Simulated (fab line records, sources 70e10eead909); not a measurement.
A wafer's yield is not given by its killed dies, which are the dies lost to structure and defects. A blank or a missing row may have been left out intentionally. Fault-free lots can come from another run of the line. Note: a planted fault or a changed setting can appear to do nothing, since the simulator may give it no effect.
Chamber matching || flow nandHarc || aldHk-02 running NHARC_A_CHANNEL_FILL_D1_ALD_02: 4 sister chambers
The step deposits SiO2, target thk 6 nm, pulse time 10 s, ald cycles 60. 16 wafers are shown with their chamber, then 8 later ones without.

== WAFERS, EACH WITH ITS CHAMBER ==
{"wafer": "L188.2", "chamber": 2, "heaterPowerOuterW (W)": 309, "heaterPowerW (W)": 523, "precursorPulseHeightRel": 1.012}
{"wafer": "L188.4", "chamber": 0, "heaterPowerOuterW (W)": 273, "heaterPowerW (W)": 506, "precursorPulseHeightRel": 1.003}
{"wafer": "L188.5", "chamber": 0, "heaterPowerOuterW (W)": 273, "heaterPowerW (W)": 495, "precursorPulseHeightRel": 0.981}
{"wafer": "L189.1", "chamber": 1, "heaterPowerOuterW (W)": 323, "heaterPowerW (W)": 527, "precursorPulseHeightRel": 1.019}
{"wafer": "L189.2", "chamber": 3, "heaterPowerOuterW (W)": 211, "heaterPowerW (W)": 399, "precursorPulseHeightRel": 0.984}
{"wafer": "L189.4", "chamber": 2, "heaterPowerOuterW (W)": 312, "heaterPowerW (W)": 547, "precursorPulseHeightRel": 1.005}
{"wafer": "L190.2", "chamber": 2, "heaterPowerOuterW (W)": 303, "heaterPowerW (W)": 536, "precursorPulseHeightRel": 1.009}
{"wafer": "L190.3", "chamber": 3, "heaterPowerOuterW (W)": 209, "heaterPowerW (W)": 389, "precursorPulseHeightRel": 1.001}
{"wafer": "L190.5", "chamber": 1, "heaterPowerOuterW (W)": 330, "heaterPowerW (W)": 525, "precursorPulseHeightRel": 1.016}
{"wafer": "L197.4", "chamber": 0, "heaterPowerOuterW (W)": 279, "heaterPowerW (W)": 500, "precursorPulseHeightRel": 1.026}
{"wafer": "L197.5", "chamber": 0, "heaterPowerOuterW (W)": 277, "heaterPowerW (W)": 509, "precursorPulseHeightRel": 0.982}
{"wafer": "L197.6", "chamber": 3, "heaterPowerOuterW (W)": 203, "heaterPowerW (W)": 393, "precursorPulseHeightRel": 1.021}
{"wafer": "L198.2", "chamber": 2, "heaterPowerOuterW (W)": 307, "heaterPowerW (W)": 539, "precursorPulseHeightRel": 0.969}
{"wafer": "L198.4", "chamber": 0, "heaterPowerOuterW (W)": 271, "heaterPowerW (W)": 501, "precursorPulseHeightRel": 1.026}
{"wafer": "L198.5", "chamber": 3, "heaterPowerOuterW (W)": 210, "heaterPowerW (W)": 384, "precursorPulseHeightRel": 1.028}
{"wafer": "L202.2", "chamber": 0, "heaterPowerOuterW (W)": 274, "heaterPowerW (W)": 516, "precursorPulseHeightRel": 0.995}

SIGNATURES (averages over the wafers above)
{"reading": "heaterPowerOuterW", "chamber 0": 274.50, "chamber 1": 326.50, "chamber 2": 307.75, "chamber 3": 208.25, "scatter within a chamber": 3.53}
{"reading": "heaterPowerW", "chamber 0": 504.50, "chamber 1": 526.00, "chamber 2": 536.25, "chamber 3": 391.25, "scatter within a chamber": 7.63}
{"reading": "precursorPulseHeightRel", "chamber 0": 1.00217, "chamber 1": 1.01750, "chamber 2": 0.99875, "chamber 3": 1.00850, "scatter within a chamber": 0.0192}
Rule: for each reading, subtract the chamber's mean from the wafer's reading, divide by that reading's scatter and square the result; add these up over the readings and take the root, which gives the wafer's distance from the chamber. If the next closest chamber is less than 2 further off than the closest, the wafer can't be placed; otherwise it belongs to the closest. The scatter: take each reading less its chamber's mean, square it, sum over the shown wafers, divide by the number of wafers less the number of chambers, and take the root.

== WAFERS WHOSE CHAMBER IS MISSING ==
{"wafer": "L202.3", "heaterPowerOuterW (W)": 290, "heaterPowerW (W)": 531, "precursorPulseHeightRel": 1.005}
{"wafer": "L202.5", "heaterPowerOuterW (W)": 304, "heaterPowerW (W)": 520, "precursorPulseHeightRel": 0.996}
{"wafer": "L201.2", "heaterPowerOuterW (W)": 273, "heaterPowerW (W)": 490, "precursorPulseHeightRel": 1.022}
{"wafer": "L201.3", "heaterPowerOuterW (W)": 310, "heaterPowerW (W)": 516, "precursorPulseHeightRel": 1.036}
{"wafer": "L201.6", "heaterPowerOuterW (W)": 309, "heaterPowerW (W)": 509, "precursorPulseHeightRel": 1.007}
{"wafer": "L203.2", "heaterPowerOuterW (W)": 307, "heaterPowerW (W)": 529, "precursorPulseHeightRel": 1.047}
{"wafer": "L203.3", "heaterPowerOuterW (W)": 311, "heaterPowerW (W)": 501, "precursorPulseHeightRel": 0.971}
{"wafer": "L203.6", "heaterPowerOuterW (W)": 199, "heaterPowerW (W)": 372, "precursorPulseHeightRel": 1.006}

== WHICH CHAMBER EACH WENT THROUGH ==
{"wafer": "L202.3", "from the rows above": "can't be placed: 2 or 0", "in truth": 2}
{"wafer": "L202.5", "from the rows above": 2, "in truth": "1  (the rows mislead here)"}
{"wafer": "L201.2", "from the rows above": 0, "in truth": 0}
{"wafer": "L201.3", "from the rows above": "can't be placed: 2 or 1", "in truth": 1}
{"wafer": "L201.6", "from the rows above": "can't be placed: 2 or 1", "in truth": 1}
{"wafer": "L203.2", "from the rows above": 2, "in truth": 2}
{"wafer": "L203.3", "from the rows above": "can't be placed: 2 or 1", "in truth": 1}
{"wafer": "L203.6", "from the rows above": 3, "in truth": 3}
Placed correctly: 3 of 8. Cannot be placed on the basis of these rows: 4; the candidates contain the true chamber in 4. Number placed wrongly: 1.
